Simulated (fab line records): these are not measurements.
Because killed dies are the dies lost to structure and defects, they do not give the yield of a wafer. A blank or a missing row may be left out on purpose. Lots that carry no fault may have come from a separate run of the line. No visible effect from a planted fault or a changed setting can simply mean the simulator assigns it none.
Chamber matching ; flow n5-finfet ; N5_BEOL_M7_STRIP_67 on rie-diel-06: 4 sister chambers
The step strips in CF4. 4 wafers are shown with their chamber, then 8 later ones without.

## WAFERS, EACH WITH ITS CHAMBER
wafer;chamber;showerhead-plenum-p-Torr (Torr)
L085.3;2;1.92
L085.4;3;1.73
L085.5;1;1.74
L089.1;0;1.75

## WAFERS WITHOUT THEIR CHAMBER
wafer;showerhead-plenum-p-Torr (Torr)
L089.2;1.74
L089.6;1.91
L092.1;1.75
L092.3;1.73
L092.4;1.91
L094.1;1.91
L094.3;1.73
L094.5;1.73

## CHAMBER TAKEN BY EACH
wafer;from the rows above;in truth
L089.2;can't be placed: 1 or 0 or 3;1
L089.6;2;2
L092.1;can't be placed: 0 or 1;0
L092.3;can't be placed: 3 or 1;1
L092.4;2;2
L094.1;2;2
L094.3;can't be placed: 3 or 1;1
L094.5;can't be placed: 3 or 1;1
Correct placement for 3 of the 8. From these rows, 5 cannot be placed; in 5 the true chamber is one of the candidates. Number placed wrongly: 0.
How it was worked out, from the rows above alone: a wafer's distance from a chamber is the root of the sum, over the readings, of the square of ((its reading less the chamber's mean) divided by the reading's scatter). If the next closest chamber is less than 2 further off than the closest, the wafer can't be placed; otherwise it belongs to the closest. Each chamber's mean is taken over the wafers shown for it. The scatter (one wafer shown for each chamber): square how far every hidden wafer sits from the nearest shown wafer, average those squares and take the square root.
